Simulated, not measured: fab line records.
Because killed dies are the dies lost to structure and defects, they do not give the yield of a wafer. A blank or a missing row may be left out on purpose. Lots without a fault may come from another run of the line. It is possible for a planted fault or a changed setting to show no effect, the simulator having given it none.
Split-lot study :: flow n5 finfet :: 39 wafers read from 7 lots, route of 1938 steps

ON THE SPLIT
At N5_MOL_CONTACT_COAG_ALD_133 (deposits SiO2, target thk 5 nm, pulse time 1 s, co reactant pulse time 1 s), the setting ald cycles was moved away from the recipe's 35 on 12 of the 39 wafers read, by -14.3% to +14.3%. The other wafers ran this setting at the recipe's value.

The reading is taken at the split's own step.

THE READING
SiO2_of_MOL_CONTACT_COAG_ALD_133.thk nm (the simulator's own value, which no gauge read), in nm, at N5_MOL_CONTACT_COAG_ALD_133 (deposits SiO2, target thk 5 nm, pulse time 1 s, co reactant pulse time 1 s). The file gives no usual value for it.

wafer: L074.2
tool, chamber at the split: ald sin-02, 2,3,3
ald cycles as run: 35
against the recipe: recipe
SiO2_of_MOL_CONTACT_COAG_ALD_133.thk nm, nm: 5
against lot-mates on the recipe: -

wafer: L074.3
tool, chamber at the split: ald sin-02, 2,3,3
ald cycles as run: 35
against the recipe: recipe
SiO2_of_MOL_CONTACT_COAG_ALD_133.thk nm, nm: 5
against lot-mates on the recipe: -

wafer: L074.5
tool, chamber at the split: ald sin-02, 2,3,3
ald cycles as run: 35
against the recipe: recipe
SiO2_of_MOL_CONTACT_COAG_ALD_133.thk nm, nm: 5
against lot-mates on the recipe: -

wafer: L075.1
tool, chamber at the split: ald sin-04, 0
ald cycles as run: 40
against the recipe: +14.3%
SiO2_of_MOL_CONTACT_COAG_ALD_133.thk nm, nm: 5.6
against lot-mates on the recipe: +0.6

wafer: L075.2
tool, chamber at the split: ald sin-04, 2,1,3
ald cycles as run: 35
against the recipe: recipe
SiO2_of_MOL_CONTACT_COAG_ALD_133.thk nm, nm: 5
against lot-mates on the recipe: -

wafer: L075.4
tool, chamber at the split: ald sin-04, 2,1,3
ald cycles as run: 35
against the recipe: recipe
SiO2_of_MOL_CONTACT_COAG_ALD_133.thk nm, nm: 5
against lot-mates on the recipe: -

wafer: L075.6
tool, chamber at the split: ald sin-04, 2,1,3
ald cycles as run: 35
against the recipe: recipe
SiO2_of_MOL_CONTACT_COAG_ALD_133.thk nm, nm: 5
against lot-mates on the recipe: -

wafer: L075.3
tool, chamber at the split: ald sin-04, 3,2
ald cycles as run: 40
against the recipe: +14.3%
SiO2_of_MOL_CONTACT_COAG_ALD_133.thk nm, nm: 5.8
against lot-mates on the recipe: +0.8

wafer: L075.5
tool, chamber at the split: ald sin-04, 3,2
ald cycles as run: 40
against the recipe: +14.3%
SiO2_of_MOL_CONTACT_COAG_ALD_133.thk nm, nm: 5.8
against lot-mates on the recipe: +0.8

wafer: L081.1
tool, chamber at the split: ald sin-02, 0,3,1
ald cycles as run: 35
against the recipe: recipe
SiO2_of_MOL_CONTACT_COAG_ALD_133.thk nm, nm: 5
against lot-mates on the recipe: -

wafer: L081.4
tool, chamber at the split: ald sin-02, 0,3,1
ald cycles as run: 35
against the recipe: recipe
SiO2_of_MOL_CONTACT_COAG_ALD_133.thk nm, nm: 5
against lot-mates on the recipe: -

wafer: L081.6
tool, chamber at the split: ald sin-02, 0,3,1
ald cycles as run: 35
against the recipe: recipe
SiO2_of_MOL_CONTACT_COAG_ALD_133.thk nm, nm: 5
against lot-mates on the recipe: -

wafer: L081.2
tool, chamber at the split: ald sin-02, 1
ald cycles as run: 33
against the recipe: -5.7%
SiO2_of_MOL_CONTACT_COAG_ALD_133.thk nm, nm: 4.8
against lot-mates on the recipe: -0.2

wafer: L081.3
tool, chamber at the split: ald sin-02, 2
ald cycles as run: 33
against the recipe: -5.7%
SiO2_of_MOL_CONTACT_COAG_ALD_133.thk nm, nm: 4.6
against lot-mates on the recipe: -0.4

wafer: L081.5
tool, chamber at the split: ald sin-02, 2
ald cycles as run: 33
against the recipe: -5.7%
SiO2_of_MOL_CONTACT_COAG_ALD_133.thk nm, nm: 4.6
against lot-mates on the recipe: -0.4

wafer: L085.1
tool, chamber at the split: ald sin-04, 0,3,2
ald cycles as run: 35
against the recipe: recipe
SiO2_of_MOL_CONTACT_COAG_ALD_133.thk nm, nm: 5
against lot-mates on the recipe: -

wafer: L085.2
tool, chamber at the split: ald sin-04, 0,3,2
ald cycles as run: 35
against the recipe: recipe
SiO2_of_MOL_CONTACT_COAG_ALD_133.thk nm, nm: 5
against lot-mates on the recipe: -

wafer: L085.6
tool, chamber at the split: ald sin-04, 0,3,2
ald cycles as run: 35
against the recipe: recipe
SiO2_of_MOL_CONTACT_COAG_ALD_133.thk nm, nm: 5
against lot-mates on the recipe: -

wafer: L085.3
tool, chamber at the split: ald sin-04, 1,2
ald cycles as run: 30
against the recipe: -14.3%
SiO2_of_MOL_CONTACT_COAG_ALD_133.thk nm, nm: 4.2
against lot-mates on the recipe: -0.8

wafer: L085.4
tool, chamber at the split: ald sin-04, 1,2
ald cycles as run: 30
against the recipe: -14.3%
SiO2_of_MOL_CONTACT_COAG_ALD_133.thk nm, nm: 4.2
against lot-mates on the recipe: -0.8

wafer: L085.5
tool, chamber at the split: ald sin-04, 1
ald cycles as run: 30
against the recipe: -14.3%
SiO2_of_MOL_CONTACT_COAG_ALD_133.thk nm, nm: 4.4
against lot-mates on the recipe: -0.6

wafer: L092.1
tool, chamber at the split: ald sin-02, 0,3,2,1,3,0
ald cycles as run: 35
against the recipe: recipe
SiO2_of_MOL_CONTACT_COAG_ALD_133.thk nm, nm: 5
against lot-mates on the recipe: -

wafer: L092.2
tool, chamber at the split: ald sin-02, 0,3,2,1,3,0
ald cycles as run: 35
against the recipe: recipe
SiO2_of_MOL_CONTACT_COAG_ALD_133.thk nm, nm: 5
against lot-mates on the recipe: -

wafer: L092.3
tool, chamber at the split: ald sin-02, 0,3,2,1,3,0
ald cycles as run: 35
against the recipe: recipe
SiO2_of_MOL_CONTACT_COAG_ALD_133.thk nm, nm: 5
against lot-mates on the recipe: -

wafer: L092.4
tool, chamber at the split: ald sin-02, 0,3,2,1,3,0
ald cycles as run: 35
against the recipe: recipe
SiO2_of_MOL_CONTACT_COAG_ALD_133.thk nm, nm: 5
against lot-mates on the recipe: -

wafer: L092.5
tool, chamber at the split: ald sin-02, 0,3,2,1,3,0
ald cycles as run: 35
against the recipe: recipe
SiO2_of_MOL_CONTACT_COAG_ALD_133.thk nm, nm: 5
against lot-mates on the recipe: -

wafer: L092.6
tool, chamber at the split: ald sin-02, 0,3,2,1,3,0
ald cycles as run: 35
against the recipe: recipe
SiO2_of_MOL_CONTACT_COAG_ALD_133.thk nm, nm: 5
against lot-mates on the recipe: -

wafer: L093.1
tool, chamber at the split: ald sin-02, 3,1,0,2,2,3
ald cycles as run: 35
against the recipe: recipe
SiO2_of_MOL_CONTACT_COAG_ALD_133.thk nm, nm: 5
against lot-mates on the recipe: -

wafer: L093.2
tool, chamber at the split: ald sin-02, 3,1,0,2,2,3
ald cycles as run: 35
against the recipe: recipe
SiO2_of_MOL_CONTACT_COAG_ALD_133.thk nm, nm: 5
against lot-mates on the recipe: -

wafer: L093.3
tool, chamber at the split: ald sin-02, 3,1,0,2,2,3
ald cycles as run: 35
against the recipe: recipe
SiO2_of_MOL_CONTACT_COAG_ALD_133.thk nm, nm: 5
against lot-mates on the recipe: -

wafer: L093.4
tool, chamber at the split: ald sin-02, 3,1,0,2,2,3
ald cycles as run: 35
against the recipe: recipe
SiO2_of_MOL_CONTACT_COAG_ALD_133.thk nm, nm: 5
against lot-mates on the recipe: -

wafer: L093.5
tool, chamber at the split: ald sin-02, 3,1,0,2,2,3
ald cycles as run: 35
against the recipe: recipe
SiO2_of_MOL_CONTACT_COAG_ALD_133.thk nm, nm: 5
against lot-mates on the recipe: -

wafer: L093.6
tool, chamber at the split: ald sin-02, 3,1,0,2,2,3
ald cycles as run: 35
against the recipe: recipe
SiO2_of_MOL_CONTACT_COAG_ALD_133.thk nm, nm: 5
against lot-mates on the recipe: -

wafer: L094.1
tool, chamber at the split: ald sin-02, 3,0,0
ald cycles as run: 35
against the recipe: recipe
SiO2_of_MOL_CONTACT_COAG_ALD_133.thk nm, nm: 5
against lot-mates on the recipe: -

wafer: L094.2
tool, chamber at the split: ald sin-02, 3,0,0
ald cycles as run: 35
against the recipe: recipe
SiO2_of_MOL_CONTACT_COAG_ALD_133.thk nm, nm: 5
against lot-mates on the recipe: -

wafer: L094.5
tool, chamber at the split: ald sin-02, 3,0,0
ald cycles as run: 35
against the recipe: recipe
SiO2_of_MOL_CONTACT_COAG_ALD_133.thk nm, nm: 5
against lot-mates on the recipe: -

wafer: L094.3
tool, chamber at the split: ald sin-02, 2,1,1
ald cycles as run: 40
against the recipe: +14.3%
SiO2_of_MOL_CONTACT_COAG_ALD_133.thk nm, nm: 5.8
against lot-mates on the recipe: +0.8

wafer: L094.4
tool, chamber at the split: ald sin-02, 2,1,1
ald cycles as run: 40
against the recipe: +14.3%
SiO2_of_MOL_CONTACT_COAG_ALD_133.thk nm, nm: 5.8
against lot-mates on the recipe: +0.8

wafer: L094.6
tool, chamber at the split: ald sin-02, 2,1,1
ald cycles as run: 40
against the recipe: +14.3%
SiO2_of_MOL_CONTACT_COAG_ALD_133.thk nm, nm: 5.8
against lot-mates on the recipe: +0.8
Rows listing several chambers each stand for several wafers; the file does not say which wafer went through which chamber.

FIT RESULTS
A straight line over all 39 wafers: SiO2_of_MOL_CONTACT_COAG_ALD_133.thk nm changes by +0.0532 nm for each +1% of ald cycles; r = +0.99; the points scatter about the line by 0.05 nm.
The same after taking each lot's own level away (the mean of its wafers on the recipe; 39 wafers): +0.0532 nm for each +1%; r = +0.99; scatter 0.05 nm.
The reading moves by 0.76 nm for the largest change in ald cycles, on that fit.
The lots' own levels span 5.00 to 5.00 nm.
The two slopes agree, so the slope changes little with the lot-to-lot level.
Check: with one of the wafers moved furthest among these (-14.3%) left out of the fit, the line predicts -0.752 nm for it against its lot-mates. It came out at -0.8 nm against them.

THESE WAFERS: OTHER SPLITS
Other splits were also applied to these wafers ahead of the reading. Each is held against what the fit with the lots' levels taken away leaves over:
other split on the same wafers: N5_MOL_CONTACT_COAG_ALD_131 ald cycles
wafers away from the commonest value: 18
r with SiO2_of_MOL_CONTACT_COAG_ALD_133.thk nm (lot level and that fit taken away): +0.11

THE FILE'S OWN FIT
SiO2_of_MOL_CONTACT_COAG_ALD_133.thk nm changes by +0.0532 nm for each +1% of ald cycles, r = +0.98.
